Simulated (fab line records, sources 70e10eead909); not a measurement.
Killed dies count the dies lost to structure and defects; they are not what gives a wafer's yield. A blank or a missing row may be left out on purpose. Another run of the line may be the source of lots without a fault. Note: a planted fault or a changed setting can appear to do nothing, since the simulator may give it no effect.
A sampling plan put to the test | flow nandHarc | one fab line, 18 faults that these records tell of, each judged on the records of the lots that it struck; 1 more is left out, because the records don't allow judging it
The plan consists of the line's own looks: route steps at which the wafer is read by a gauge or an inspection but not changed. A look can be judged if struck wafers have a number there and the file gives its usual mean and standard deviation on fault-free wafers. Caught: 4 or more of those standard deviations (sigma) separate the usual mean from the mean of the struck wafers at a look after the fault's first step. On the tool: the identical test, applied to the tool's own readings at the steps of the fault. A different recipe on the struck wafers counts as caught too, as does a record blank only for those wafers.

THE FAULTS, as the simulator had put them in
1. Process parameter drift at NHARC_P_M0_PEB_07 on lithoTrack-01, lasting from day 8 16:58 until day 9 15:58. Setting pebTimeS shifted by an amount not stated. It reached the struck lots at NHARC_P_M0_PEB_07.
2. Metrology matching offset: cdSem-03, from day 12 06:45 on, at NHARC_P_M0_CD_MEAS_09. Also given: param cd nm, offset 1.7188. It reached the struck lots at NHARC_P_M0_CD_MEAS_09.
3. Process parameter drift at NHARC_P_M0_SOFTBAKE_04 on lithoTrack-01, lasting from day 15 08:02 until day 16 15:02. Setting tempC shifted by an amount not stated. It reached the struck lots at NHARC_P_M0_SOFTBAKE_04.
4. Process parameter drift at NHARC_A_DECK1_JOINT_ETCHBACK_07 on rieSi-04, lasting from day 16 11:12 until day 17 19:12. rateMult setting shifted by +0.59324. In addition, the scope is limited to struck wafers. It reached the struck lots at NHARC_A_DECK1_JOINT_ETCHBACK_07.
5. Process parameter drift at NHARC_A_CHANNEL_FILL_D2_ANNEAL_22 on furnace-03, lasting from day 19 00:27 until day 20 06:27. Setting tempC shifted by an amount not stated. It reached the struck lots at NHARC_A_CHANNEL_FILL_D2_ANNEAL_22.
6. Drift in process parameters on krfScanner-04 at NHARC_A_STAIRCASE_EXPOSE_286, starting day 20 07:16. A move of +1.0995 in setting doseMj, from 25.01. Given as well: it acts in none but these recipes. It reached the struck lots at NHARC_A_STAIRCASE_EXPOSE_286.
7. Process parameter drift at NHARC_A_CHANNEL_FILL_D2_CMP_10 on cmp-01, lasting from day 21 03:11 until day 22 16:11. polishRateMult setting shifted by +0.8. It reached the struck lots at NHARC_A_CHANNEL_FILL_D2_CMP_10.
8. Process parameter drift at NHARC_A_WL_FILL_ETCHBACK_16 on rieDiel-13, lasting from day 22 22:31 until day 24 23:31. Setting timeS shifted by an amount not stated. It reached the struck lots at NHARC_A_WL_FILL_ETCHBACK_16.
9. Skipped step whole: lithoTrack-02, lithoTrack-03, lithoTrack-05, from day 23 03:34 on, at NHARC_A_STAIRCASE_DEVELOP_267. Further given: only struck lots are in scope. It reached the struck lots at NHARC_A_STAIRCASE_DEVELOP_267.
10. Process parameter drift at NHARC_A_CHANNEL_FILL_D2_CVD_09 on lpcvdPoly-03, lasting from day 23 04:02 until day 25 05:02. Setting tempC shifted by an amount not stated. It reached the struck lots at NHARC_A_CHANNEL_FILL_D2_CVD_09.
11. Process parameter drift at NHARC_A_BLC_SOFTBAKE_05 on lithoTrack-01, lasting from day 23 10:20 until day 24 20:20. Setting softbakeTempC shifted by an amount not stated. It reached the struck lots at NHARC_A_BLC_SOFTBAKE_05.
12. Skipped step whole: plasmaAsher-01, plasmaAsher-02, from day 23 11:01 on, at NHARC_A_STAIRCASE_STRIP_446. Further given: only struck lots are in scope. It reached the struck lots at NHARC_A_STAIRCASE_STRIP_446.
13. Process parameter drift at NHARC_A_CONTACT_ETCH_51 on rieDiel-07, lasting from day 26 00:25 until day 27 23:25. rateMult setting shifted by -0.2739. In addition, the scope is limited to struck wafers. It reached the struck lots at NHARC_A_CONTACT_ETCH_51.
14. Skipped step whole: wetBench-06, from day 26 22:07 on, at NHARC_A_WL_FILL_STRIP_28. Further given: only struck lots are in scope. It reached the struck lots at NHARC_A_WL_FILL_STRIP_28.
15. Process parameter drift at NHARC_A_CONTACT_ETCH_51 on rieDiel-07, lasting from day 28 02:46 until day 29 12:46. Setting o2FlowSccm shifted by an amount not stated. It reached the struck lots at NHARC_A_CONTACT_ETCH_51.
16. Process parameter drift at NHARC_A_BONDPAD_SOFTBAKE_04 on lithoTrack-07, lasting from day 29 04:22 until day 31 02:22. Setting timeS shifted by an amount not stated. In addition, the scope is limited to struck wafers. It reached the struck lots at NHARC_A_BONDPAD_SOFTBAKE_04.
17. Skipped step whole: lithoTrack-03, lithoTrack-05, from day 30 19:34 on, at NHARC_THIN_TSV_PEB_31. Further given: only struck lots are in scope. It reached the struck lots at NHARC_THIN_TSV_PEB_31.
18. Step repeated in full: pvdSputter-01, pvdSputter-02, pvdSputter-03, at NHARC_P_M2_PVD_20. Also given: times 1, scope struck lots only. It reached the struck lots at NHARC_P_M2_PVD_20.

WHAT THE PLAN SAW
fault | on the tool itself                               | first look that catches it                      | reading, sigma                                      | median hours from its first step to that look | hours from the fault's start to the first struck lot there | judged looks passed uncaught
1     | heaterPowerTotalW +8.0 sigma                     | no look after it can be judged                  | -                                                   | -                                             | -                                                          | 0
2     | only faintly: cdNm +3.9 sigma                    | none of the 3 looks that can be judged after it | -                                                   | -                                             | -                                                          | 3
3     | heaterPowerTotalW -11 sigma                      | not the one look that can be judged after it    | -                                                   | -                                             | -                                                          | 1
4     | oesProductAu +34 sigma                           | not the one look that can be judged after it    | -                                                   | -                                             | -                                                          | 1
5     | tubeCenterTempC -99 or beyond sigma              | no look after it can be judged                  | -                                                   | -                                             | -                                                          | 0
6     | exposureDoseMJCm2 +49 sigma                      | no look after it can be judged                  | -                                                   | -                                             | -                                                          | 0
7     | timeToEndpointS -4.4 sigma                       | no look after it can be judged                  | -                                                   | -                                             | -                                                          | 0
8     | runLengthS +95 sigma                             | no look after it can be judged                  | -                                                   | -                                             | -                                                          | 0
9     | the tool's record is blank for the struck wafers | no look after it can be judged                  | -                                                   | -                                             | -                                                          | 0
10    | tubeCenterTempC -99 or beyond sigma              | not the one look that can be judged after it    | -                                                   | -                                             | -                                                          | 1
11    | heaterPowerTotalW -16 sigma                      | no look after it can be judged                  | -                                                   | -                                             | -                                                          | 0
12    | the tool's record is blank for the struck wafers | not the one look that can be judged after it    | -                                                   | -                                             | -                                                          | 1
13    | oesProductAu -20 sigma                           | NHARC_END_SORT_01                               | killedAtArray +37                                   | 75.2                                          | 76                                                         | 0
14    | the tool's record is blank for the struck wafers | not the one look that can be judged after it    | -                                                   | -                                             | -                                                          | 1
15    | throttleValvePct -99 or beyond sigma             | no look after it can be judged                  | -                                                   | -                                             | -                                                          | 0
16    | heaterPowerTotalW +13 sigma                      | no look after it can be judged                  | -                                                   | -                                             | -                                                          | 0
17    | the tool's record is blank for the struck wafers | no look after it can be judged                  | -                                                   | -                                             | -                                                          | 0
18    | under 2 sigma                                    | not the one look that can be judged after it    | strongest: killedAtOther at NHARC_END_SORT_01, +2.1 | -                                             | -                                                          | 1
A dash: the fault is not caught, or the number is missing from these records.

Caught at a look: 1 of 18. Caught on the tool: 16 of 18. By one or the other: 16 of 18.
Faults caught by the tool alone: 1, 3, 4, 5, 6, 7, 8, 9, 10, 11, 12, 14, 15, 16, 17.
Caught by neither: faults 2, 18.

THINNER SAMPLING
Were the look that catches a fault to measure just every second or every third lot (counted by lot number), the first struck lot would, at worst, be measured this late:
fault | struck lots at that look, in order of time | every lot | every second lot | every third lot
13    | L957, L959, L960                           | 76 h      | 108 h            | may miss all 3
Hours count from the start of the fault until the first struck lot that is measured. 4 sigma limit: tested on the pooled struck wafers, so a lone lot may be under it. Other struck lots may not be in these records.

THE LONGEST TIMED WAY FROM STEP TO LOOK
For fault 13, NHARC_A_CONTACT_ETCH_51 and NHARC_END_SORT_01 are separated by a median of 75.2 hours. No look between them can be judged.
